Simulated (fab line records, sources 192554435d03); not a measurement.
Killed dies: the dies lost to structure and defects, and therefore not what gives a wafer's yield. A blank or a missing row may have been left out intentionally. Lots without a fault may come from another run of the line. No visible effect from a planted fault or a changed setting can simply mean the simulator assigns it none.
fab line records | flow n5-finfet | part 1 of 2: steps 1 to 26 of 31
[record] lots = 5 wafers = 15 last-day = 19
route steps=1938 shown BEOL_M5@1182 BEOL_M6@1194
lots that met no fault: taken from a fault-free run of the same line
start-h: hours from the record's first day to the start of the lot's first wafer shown | wait-h: hours from the lot's prior step to this one | " as in the row above | L1.1+2: a single row standing in for several wafers | - no value present, or no start provided | * or withheld: withheld | < > ~ a bound
route shown NAME@n: a module of which the file shows steps, and the number in the route of the first | usual: average and standard deviation across the fault-free wafers | same: alike in all rows | chamber/n: place in a boat | sites: the reading at each site | _std_site: the values' standard deviation | _edge_site: mean of outer sites minus mean of inner sites | radius-mm: for every site, how far away it sits from the centre of the wafer | mask NAME#n: copy n | behind: tool/chamber where the wafer was last shaped | hold: why the lot went on hold/how many hours it stayed there/how the hold came to an end | device: transistor that didn't switch, given as n, p or np | end of line: tests run on the same wafers once the route is complete | a step without rows: its recipe alone | killed: count of dies lost to structure and defects at first sort (not the wafer's yield) | map: a wafer's dies, x killed, . not, _ none there
set.NAME: setting as actually run; set.NAME@STEP: the setting as run at that earlier step | model.NAME: the simulator's own value behind a step, which no gauge read
lots at some steps of the route; a table a step, a row a wafer
services: when a tool's chamber went out of use (start-h, in hours from the record's first day, below 0 if earlier), for how many hours, and the reason
[[steps]]
[step N5_BEOL_M5_ANNEAL_89]
[recipe] temp-c = 400 time-s = 1800 ambient = vacuum
[usual] heater-power-w = 845/69 susceptor-temp-C = 400.00/0.22
// columns lot.wafer tool chamber start-h wait-h heater-power-w susceptor-temp-C
L075.1 pvd-sputter-03 - 176.62 0.0 910 399.85
L075.3 " - " " 930 400.60
L075.4 " - " " 781 400.39
L074.1 pvd-sputter-01 - 181.42 0.0 946 399.74
L074.3 " - " " 854 400.11
L074.5 " - " " 729 399.63
L083.1 pvd-sputter-01 - 227.92 0.0 875 400.22
L083.2 " - " " 813 400.25
L083.6 " - " " 829 399.92
L085.2 pvd-sputter-02 - 234.65 0.0 868 400.13
L085.4 " - " " 788 400.24
L085.5 " - " " 790 399.86
L097.1 pvd-sputter-02 - 343.59 0.0 851 400.20
L097.2 " - " " 800 400.43
L097.3 " - " " 877 399.65
[step N5_BEOL_M5_SPUTTER_90]
[recipe] material = Cu target-thk-a = 45 temp-c = -20 chamber-pressure-pa = 0.07 power-w = withheld time-s = 8.29
[usual] chuck-gas-flow-sccm = 1.26/0.061 susceptor-temp-C = -19.99/0.1 throttle-valve-pct = 30.1/1.2
// columns lot.wafer tool chamber start-h wait-h chuck-gas-flow-sccm susceptor-temp-C throttle-valve-pct
L075.1 pvd-sputter-03 - 177.63 0.5 1.19 -20.09 29.3
L075.3 " - " " 1.14 -20.17 30.8
L075.4 " - " " 1.17 -19.94 30.1
L074.1 pvd-sputter-01 - 182.43 0.5 1.29 -19.96 31.5
L074.3 " - " " 1.31 -20.09 31.2
L074.5 " - " " 1.23 -19.91 28.1
L083.1 pvd-sputter-01 - 228.92 0.5 1.32 -20.03 31.2
L083.2 " - " " 1.25 -19.95 30.7
L083.6 " - " " 1.26 -19.96 30.8
L085.2 pvd-sputter-02 - 235.66 0.5 1.19 -19.82 28.1
L085.4 " - " " 1.26 -20.06 30.0
L085.5 " - " " 1.20 -20.07 30.0
L097.1 pvd-sputter-02 - 344.60 0.5 1.22 -19.97 30.8
L097.2 " - " " 1.27 -20.11 30.0
L097.3 " - " " 1.36 -19.93 28.2
[step N5_BEOL_M5_ECD_50]
[recipe] material = Cu target-thk-a = 3000
// columns lot.wafer tool chamber start-h wait-h
L075.1+3+4 ecd-cu-01 0,0,1 177.74 0.1
L074.1+3+5 ecd-cu-01 1,0,1 182.54 0.1
L083.1+2+6 ecd-cu-01 0,1,0 229.04 0.1
L085.2+4+5 ecd-cu-02 1,0,0 235.78 0.1
L097.1+2+3 ecd-cu-02 1,0,0 344.71 0.1
[step N5_BEOL_M5_ANNEAL_51]
[recipe] temp-c = 225 time-s = 90 ambient = N2
[usual] wafer_temp_C_max = 226.1/0.36
// columns lot.wafer tool chamber start-h wait-h wafer_temp_C_max
L075.1 rtp-anneal-02 0 177.83 0.1 226.3
L075.3 " 0 " " 226.1
L075.4 " 0 " " 225.9
L074.1 rtp-anneal-02 0 182.73 0.2 226.0
L074.3 " 0 " " 225.7
L074.5 " 0 " " 225.8
L083.1 rtp-anneal-02 0 229.15 0.1 226.1
L083.2 " 0 " " 225.8
L083.6 " 0 " " 226.0
L085.2 rtp-anneal-02 0 235.91 0.1 225.7
L085.4 " 0 " " 225.5
L085.5 " 0 " " 225.4
L097.1 rtp-anneal-01 0 344.80 0.1 226.8
L097.2 " 0 " " 226.3
L097.3 " 0 " " 226.7
[step N5_BEOL_M5_CMP_52]
[recipe] stop-on = SiCOH_lowk t-overpolish-s = 6.9 down-force-psi = 1 platen-rpm = 50 clearing-platen-down-force-psi = 1.5 clearing-platen-rpm = 50 post-cmp-clean = cu-alkaline target-thk-nm = 62 clearing-platen-pad-velocity-m-s = 0.99484 pad-velocity-m-s = 0.99484
[usual] barrier-field-endpoint-s = 24.7/0.66 motor-current-A = 6.3/0.49 overpolish-run-s = 6.899/0.0079 time-to-endpoint-s = 62/3
// columns lot.wafer tool chamber start-h wait-h barrier-field-endpoint-s motor-current-A overpolish-run-s time-to-endpoint-s
L075.1 cmp-02 1 178.13 0.3 25.6 6.4 6.901 64
L075.3 " 2 " " 25.8 5.5 6.900 64
L075.4 " 0 " " 27.3 5.9 6.891 69
L074.3 cmp-04 3 183.03 0.2 24.3 6.4 6.899 64
L074.1 " 1 " " 24.9 6.4 6.891 65
L074.5 " 3 " " 24.8 6.4 6.900 64
L083.1 cmp-04 3 229.52 0.3 24.3 6.2 6.892 63
L083.2 " 0 " " 23.0 7.0 6.895 55
L083.6 " 1 " " 24.3 6.7 6.896 61
L085.2 cmp-02 0 236.20 0.2 25.4 5.9 6.905 66
L085.4 " 2 " " 24.9 5.5 6.898 63
L085.5 " 3 " " 25.4 6.4 6.902 62
L097.1 cmp-04 1 345.10 0.3 24.8 7.1 6.892 65
L097.3 " 2 " " 24.5 6.5 6.884 64
L097.2 " 0 " " 24.2 6.4 6.892 60
[step N5_BEOL_M5_THK_MEAS_53]
[recipe] thk-meas-gauge = xrf reads = Cu_of_BEOL_M5_ECD_50
[usual] M5_THK = 62.2/1.5
// columns lot.wafer tool chamber start-h wait-h M5_THK[nm]
L075.1 film-metro-01 - 178.42 - 62.5
L075.3 " - " " 62.4
L075.4 " - " " 63.3
L074.1 film-metro-01 - 183.32 - 62.0
L074.3 " - " " 61.7
L074.5 " - " " 62.8
L083.1 film-metro-02 - 229.74 - 61.0
L083.2 " - " " 62.2
L083.6 " - " " 64.2
L085.2 film-metro-02 - 236.46 - 65.5
L085.4 " - " " 63.3
L085.5 " - " " 64.9
L097.1 film-metro-02 - 345.39 - 61.3
L097.2 " - " " 60.5
L097.3 " - " " 63.7
[step N5_BEOL_M5_PRE_CLEAN_77]
[recipe] gas = NH3/H2 time-s = 15 temp-c = * rf-power-w = 300
[usual] heater-power-w = 87/19 susceptor-temp-C = *
// columns lot.wafer tool chamber start-h wait-h heater-power-w susceptor-temp-C
L075.1 cvd-co-01 1 178.46 0.0 93 *
L075.3 " 0 " " 70 *
L075.4 " 1 " " 93 *
L074.1 cvd-co-02 0 183.36 0.0 66 *
L074.3 " 1 " " 118 *
L074.5 " 0 " " 65 *
L083.1 cvd-co-02 2 229.78 0.0 78 *
L083.2 " 0 " " 66 *
L083.6 " 2 " " 76 *
L085.2 cvd-co-01 2 236.49 0.0 103 *
L085.4 " 0 " " 70 *
L085.5 " 2 " " 104 *
L097.1 cvd-co-01 0 345.43 0.0 69 *
L097.2 " 1 " " 95 *
L097.3 " 2 " " 108 *
[step N5_BEOL_M5_CO_CAP_78]
[recipe] material = Co target-thk-a = 20 temp-c = 200 precursor = CCTBA/H2 pressure-torr = 30 time-s = 102.1
[usual] heater-power-w = 239/24 susceptor-temp-C = 200.04/0.17
// columns lot.wafer tool chamber start-h wait-h heater-power-w susceptor-temp-C
L075.1 cvd-co-01 1 178.50 0.0 250 200.20
L075.3 " 0 " " 216 200.05
L075.4 " 1 " " 249 200.11
L074.1 cvd-co-02 0 183.40 0.0 211 199.84
L074.3 " 1 " " 276 199.97
L074.5 " 0 " " 207 199.86
L083.1 cvd-co-02 2 229.82 0.0 223 200.34
L083.2 " 0 " " 209 200.12
L083.6 " 2 " " 227 200.24
L085.2 cvd-co-01 2 236.53 0.0 256 200.30
L085.4 " 0 " " 222 199.93
L085.5 " 2 " " 259 199.99
L097.1 cvd-co-01 0 345.47 0.0 220 199.91
L097.2 " 1 " " 251 200.05
L097.3 " 2 " " 260 200.08
[step N5_BEOL_M5_PRE_CLEAN_55]
[recipe] gas = NH3 time-s = 15 temp-c = withheld rf-power-w = 300
// columns lot.wafer tool chamber start-h wait-h
L075.1+3+4 pecvd-03 1,2,1 178.59 0.1
L074.1+3+5 pecvd-04 0,1,0 183.49 0.1
L083.1+2+6 pecvd-02 0,1,2 229.91 0.1
L085.2+4+5 pecvd-03 1,1,0 236.63 0.1
L097.1+2+3 pecvd-04 1,0,2 345.56 0.1
[step N5_BEOL_M5_DEP_56]
[recipe] material = SiCN target-thk-a = 80 temp-c = withheld precursor = 3MS/NH3 pressure-torr = 3 rf-w = 202 time-s = 14
[usual] showerhead-plenum-p-Torr = 3.655/0.013 throttle-valve-pct = 9.0/0.45
// columns lot.wafer tool chamber start-h wait-h showerhead-plenum-p-Torr throttle-valve-pct
L075.1 pecvd-03 1 178.62 0.0 3.639 8.4
L075.3 " 2 " " 3.637 8.5
L075.4 " 1 " " 3.636 8.6
L074.1 pecvd-04 0 183.52 0.0 3.678 8.5
L074.3 " 1 " " 3.654 9.6
L074.5 " 0 " " 3.670 8.3
L083.1 pecvd-02 0 229.93 0.0 3.665 9.3
L083.2 " 1 " " 3.645 9.3
L083.6 " 2 " " 3.659 8.6
L085.2 pecvd-03 1 236.65 0.0 3.641 8.5
L085.4 " 1 " " 3.633 8.3
L085.5 " 0 " " 3.661 9.2
L097.1 pecvd-04 1 345.59 0.0 3.655 9.9
L097.2 " 0 " " 3.669 8.7
L097.3 " 2 " " 3.661 9.1
[step N5_BEOL_M5_RS_MEAS_57]
[recipe] thk-meas-gauge = four-point-probe reads = Co_of_BEOL_M5_CO_CAP_78+Cu_of_BEOL_M5_ECD_50+Co_of_BEOL_M5_CVD_47+TaN_of_BEOL_M5_ALD_86
[usual] M5_RS = 0.387/0.011
// columns lot.wafer tool chamber start-h wait-h M5_RS[ohm/sq]
L075.1 film-metro-01 - 178.68 0.0 0.381
L075.3 " - " " 0.378
L075.4 " - " " 0.373
L074.1 film-metro-01 - 183.58 0.0 0.390
L074.3 " - " " 0.394
L074.5 " - " " 0.384
L083.1 film-metro-01 - 230.00 0.0 0.397
L083.2 " - " " 0.389
L083.6 " - " " 0.373
L085.2 film-metro-02 - 236.72 0.1 0.367
L085.4 " - " " 0.380
L085.5 " - " " 0.371
L097.1 film-metro-02 - 345.65 0.0 0.395
L097.2 " - " " 0.405
L097.3 " - " " 0.380
[step N5_BEOL_M5_INSPECT_58]
[recipe] inspect-instrument = darkfield mode = post-dep
[usual] raw-defect-count = 78/27
// columns lot.wafer tool chamber start-h wait-h raw-defect-count
L075.1 defect-inspect-01 - 178.71 0.0 53
L075.3 " - " " 108
L075.4 " - " " 46
L074.1 defect-inspect-02 - 183.61 0.0 91
L074.3 " - " " 98
L074.5 " - " " 105
L083.1 defect-inspect-01 - 230.02 0.0 107
L083.2 " - " " 134
L083.6 " - " " 93
L085.2 defect-inspect-02 - 236.74 0.0 72
L085.4 " - " " 71
L085.5 " - " " 115
L097.1 defect-inspect-01 - 345.68 0.0 51
L097.2 " - " " 29
L097.3 " - " " 29
[step N5_BEOL_M6_ILD_DEP_00]
[recipe] material = SiCOH_lowk target-thk-a = 1797.5 temp-c = 300 precursor = DEMS/porogen pressure-torr = 5 rf-w = 500 time-s = 33.4
[usual] heater-power-w = 290/34 showerhead-plenum-p-Torr = 5.730/0.017 susceptor-temp-C = 300.00/0.17 throttle-valve-pct = 13.8/0.76
// columns lot.wafer tool chamber start-h wait-h heater-power-w showerhead-plenum-p-Torr susceptor-temp-C throttle-valve-pct
L075.1 pecvd-02 0 178.75 0.0 281 5.742 299.95 13.9
L075.3 " 1 " " 261 5.718 299.86 14.0
L075.4 " 2 " " 312 5.727 299.92 12.9
L074.1 pecvd-02 2 183.64 0.0 302 5.746 300.19 13.5
L074.3 " 0 " " 286 5.745 299.92 14.3
L074.5 " 2 " " 312 5.737 300.32 13.4
L083.1 pecvd-03 2 230.06 0.0 257 5.727 300.05 13.2
L083.2 " 1 " " 277 5.696 299.96 13.0
L083.6 " 2 " " 278 5.719 299.71 13.0
L085.2 pecvd-01 2 236.78 0.0 244 5.726 300.02 12.5
L085.4 " 2 " " 244 5.745 299.75 12.5
L085.5 " 2 " " 241 5.738 299.90 12.7
L097.1 pecvd-01 0 345.72 0.0 292 5.758 300.17 14.6
L097.2 " 2 " " 262 5.737 300.08 12.7
L097.3 " 1 " " 277 5.743 300.00 14.6
[step N5_BEOL_M6_CURE_74]
[recipe] temp-c = 385 time-s = 240 ambient = He/Ar material = SiCOH_lowk
[usual] lamp-power-pct = 52.32/0.049 wafer_temp_C_max = 386.8/0.65
// columns lot.wafer tool chamber start-h wait-h lamp-power-pct wafer_temp_C_max
L075.1 uv-cure-01 0 178.81 0.0 52.34 386.7
L075.3 " 0 " " 52.27 386.8
L075.4 " 0 " " 52.31 387.8
L074.1 uv-cure-03 0 183.71 0.0 52.29 386.4
L074.3 " 0 " " 52.33 386.8
L074.5 " 0 " " 52.23 386.7
L083.1 uv-cure-03 0 230.13 0.0 52.24 386.1
L083.2 " 0 " " 52.29 385.9
L083.6 " 0 " " 52.32 386.3
L085.2 uv-cure-02 1 236.95 0.1 52.31 387.8
L085.4 " 1 " " 52.33 387.7
L085.5 " 1 " " 52.36 387.3
L097.1 uv-cure-03 0 345.78 0.0 52.32 386.1
L097.2 " 0 " " 52.26 386.2
L097.3 " 0 " " 52.31 386.1
[step N5_BEOL_M6_THK_MEAS_01]
[recipe] reads = SiCOH_lowk_of_BEOL_M6_ILD_DEP_00
[usual] M6_ILD_THK = 154.2/2.1
// columns lot.wafer tool chamber start-h wait-h M6_ILD_THK[nm]
L075.1 film-metro-01 - 179.32 0.4 151.4
L075.3 " - " " 153.7
L075.4 " - " " 156.4
L074.1 film-metro-01 - 184.22 0.4 154.7
L074.3 " - " " 153.6
L074.5 " - " " 158.3
L083.1 film-metro-02 - 231.12 0.8 150.7
L083.2 " - " " 151.8
L083.6 " - " " 154.5
L085.2 film-metro-01 - 237.38 0.4 151.8
L085.4 " - " " 153.7
L085.5 " - " " 154.0
L097.1 film-metro-02 - 346.29 0.4 152.5
L097.2 " - " " 152.0
L097.3 " - " " 153.3
[step N5_BEOL_M6_PECVD_70]
[recipe] material = SiO2 target-thk-a = 200 temp-c = 400 precursor = TEOS/O2 pressure-torr = 5.5 rf-w = 450 teos-flow-sccm = 53.8 gas = O2 flow-sccm = 3000 time-s = 22.7
[usual] heater-power-w = 684/57 showerhead-plenum-p-Torr = 8.74/0.068 susceptor-temp-C = 399.99/0.23 throttle-valve-pct = 22.3/1.2
// columns lot.wafer tool chamber start-h wait-h heater-power-w showerhead-plenum-p-Torr susceptor-temp-C throttle-valve-pct
L075.1 pecvd-03 1 179.36 0.0 715 8.64 399.80 20.8
L075.3 " 0 " " 742 8.78 400.46 22.4
L075.4 " 0 " " 741 8.80 399.93 22.2
L074.1 pecvd-01 2 184.26 0.0 632 8.79 400.29 21.4
L074.3 " 0 " " 644 8.72 399.88 23.4
L074.5 " 0 " " 652 8.74 400.00 23.6
L083.1 pecvd-03 1 231.16 0.0 677 8.63 399.91 20.8
L083.2 " 2 " " 674 8.67 399.98 21.0
L083.6 " 0 " " 847 8.77 400.08 22.5
L085.2 pecvd-03 0 237.42 0.0 829 8.77 400.14 22.5
L085.4 " 0 " " 810 8.78 399.98 22.3
L085.5 " 1 " " 686 8.64 400.21 20.9
L097.1 pecvd-03 2 346.33 0.0 667 8.68 399.82 21.6
L097.2 " 1 " " 599 8.63 399.82 20.9
L097.3 " 0 " " 802 8.82 399.79 22.4
[step N5_BEOL_M6_HM_DEP_02]
[recipe] material = TiN target-thk-a = 200 temp-c = 25 chamber-pressure-pa = 0.49996
[usual] susceptor-temp-C = 25.01/0.1 throttle-valve-pct = 30.0/1.1
// columns lot.wafer tool chamber start-h wait-h susceptor-temp-C throttle-valve-pct
L075.1 pvd-sputter-02 - 180.95 1.6 24.96 31.3
L075.3 " - " " 25.04 27.8
L075.4 " - " " 24.91 30.6
L074.1 pvd-sputter-01 - 184.65 0.4 25.01 30.8
L074.3 " - " " 25.07 31.5
L074.5 " - " " 25.04 28.0
L083.1 pvd-sputter-02 - 231.21 0.0 25.00 30.1
L083.2 " - " " 25.00 30.7
L083.6 " - " " 24.97 31.5
L085.2 pvd-sputter-03 - 237.47 0.0 24.84 30.2
L085.4 " - " " 24.93 30.5
L085.5 " - " " 24.91 31.0
L097.1 pvd-sputter-03 - 346.52 0.2 25.06 30.4
L097.2 " - " " 24.88 30.7
L097.3 " - " " 24.97 29.0
[step N5_BEOL_M6_COAT_59]
[recipe] resist = SOC temp-c = 250 time-s = 60 spin-rpm = 1500 resist-thk-nm = 100
[usual] heater-power-total-W = 500.3/1.9
// columns lot.wafer tool chamber start-h wait-h heater-power-total-W
L075.1 litho-track-01 0 181.07 0.1 499.4
L075.3 " 0 " " 502.7
L075.4 " 0 " " 498.5
L074.1 litho-track-04 0 184.77 0.1 502.9
L074.3 " 0 " " 497.8
L074.5 " 0 " " 500.1
L083.1 litho-track-03 0 231.34 0.1 498.1
L083.2 " 0 " " 500.5
L083.6 " 0 " " 498.8
L085.2 litho-track-03 0 237.60 0.1 501.5
L085.4 " 0 " " 497.8
L085.5 " 0 " " 500.5
L097.1 litho-track-01 0 346.65 0.1 500.6
L097.2 " 0 " " 502.3
L097.3 " 0 " " 502.7
[step N5_BEOL_M6_COAT_60]
[recipe] resist = SiARC temp-c = 220 time-s = 60 spin-rpm = 1500 resist-thk-nm = 35
[usual] heater-power-total-W = 427.7/2
// columns lot.wafer tool chamber start-h wait-h heater-power-total-W
L075.1 litho-track-01 0 - - 430.0
L075.3 " 0 " " 426.5
L075.4 " 0 " " 426.0
L074.1 litho-track-04 0 - - 429.1
L074.3 " 0 " " 427.5
L074.5 " 0 " " 426.9
L083.1 litho-track-03 0 - - 429.9
L083.2 " 0 " " 428.3
L083.6 " 0 " " 428.3
L085.2 litho-track-03 0 - - 427.0
L085.4 " 0 " " 426.2
L085.5 " 0 " " 424.2
L097.1 litho-track-01 0 - - 427.7
L097.2 " 0 " " 427.8
L097.3 " 0 " " 424.6
[step N5_BEOL_M6_COAT_05]
[recipe] resist = CAR-ArF spin-rpm = 1500 resist-thk-nm = 90
// columns lot.wafer tool chamber start-h wait-h
L075.1+3+4 litho-track-01 0 - -
L074.1+3+5 litho-track-04 0 - -
L083.1+2+6 litho-track-03 0 - -
L085.2+4+5 litho-track-03 0 - -
L097.1+2+3 litho-track-01 0 - -
[step N5_BEOL_M6_EBR_07]
[recipe] solvent = PGMEA ebr-width-mm = 1.5
// columns lot.wafer tool chamber start-h wait-h
L075.1+3+4 litho-track-01 0 - -
L074.1+3+5 litho-track-04 0 - -
L083.1+2+6 litho-track-03 0 - -
L085.2+4+5 litho-track-03 0 - -
L097.1+2+3 litho-track-01 0 - -
[step N5_BEOL_M6_SOFTBAKE_06]
[recipe] temp-c = 110 time-s = 60 resist = CAR-ArF
[usual] heater-power-total-W = 175.4/1.7
// columns lot.wafer tool chamber start-h wait-h heater-power-total-W
L075.1 litho-track-01 0 - - 176.4
L075.3 " 0 " " 177.1
L075.4 " 0 " " 177.1
L074.1 litho-track-04 0 - - 174.1
L074.3 " 0 " " 175.1
L074.5 " 0 " " 176.0
L083.1 litho-track-03 0 - - 177.3
L083.2 " 0 " " 174.2
L083.6 " 0 " " 173.7
L085.2 litho-track-03 0 - - 177.4
L085.4 " 0 " " 177.1
L085.5 " 0 " " 173.1
L097.1 litho-track-01 0 - - 177.3
L097.2 " 0 " " 173.8
L097.3 " 0 " " 177.4
[step N5_BEOL_M6_EXPOSE_08]
[recipe] mask-id = M6 na = 1.35 source-shape = dipole sigma-inner = 0.817 sigma-outer = 0.97 polarization = te dose-mj = 68.25
// columns lot.wafer tool chamber start-h wait-h mask
L075.1+3+4 arfi-scanner-02 0 181.32 - M6#0
L074.1+3+5 arfi-scanner-01 0 185.01 - M6#0
L083.1+2+6 arfi-scanner-01 0 231.58 - M6#0
L085.2+4+5 arfi-scanner-03 0 237.73 - M6#0
L097.1+2+3 arfi-scanner-01 0 346.76 - M6#0
[step N5_BEOL_M6_PEB_09]
[recipe] peb-temp-c = withheld peb-time-s = 60 resist = CAR-ArF
// columns lot.wafer tool chamber start-h wait-h
L075.1+3+4 litho-track-04 0 181.38 0.1
L074.1+3+5 litho-track-03 0 185.08 0.1
L083.1+2+6 litho-track-03 0 231.64 0.1
L085.2+4+5 litho-track-04 0 237.78 0.0
L097.1+2+3 litho-track-03 0 346.83 0.1
[step N5_BEOL_M6_DEVELOP_10]
[recipe] develop-time-s = 30 developer = TMAH resist = CAR-ArF rinse-liquid = diw dry = air-spin dev-temp-c = 23
// columns lot.wafer tool chamber start-h wait-h
L075.1+3+4 litho-track-04 0 - -
L074.1+3+5 litho-track-03 0 - -
L083.1+2+6 litho-track-03 0 - -
L085.2+4+5 litho-track-04 0 - -
L097.1+2+3 litho-track-03 0 - -
[step N5_BEOL_M6_CD_MEAS_11]
[recipe] target-cd-nm = 38.5 landing-energy-ev = 500 detector = se-inlens polarity = opening
[usual] cd-nm = 38.6/0.53
// columns lot.wafer tool chamber start-h wait-h cd-nm
L075.1 cd-sem-02 0 181.45 - 38.2
L075.3 " 0 " " 38.5
L075.4 " 0 " " 38.8
L074.1 cd-sem-01 0 185.14 - 37.4
L074.3 " 0 " " 38.1
L074.5 " 0 " " 37.3
L083.1 cd-sem-01 0 231.71 - 38.9
L083.2 " 0 " " 38.8
L083.6 " 0 " " 38.2
L085.2 cd-sem-01 0 237.85 - 38.2
L085.4 " 0 " " 39.2
L085.5 " 0 " " 39.0
L097.1 cd-sem-02 0 346.89 - 38.8
L097.2 " 0 " " 38.5
L097.3 " 0 " " 39.2
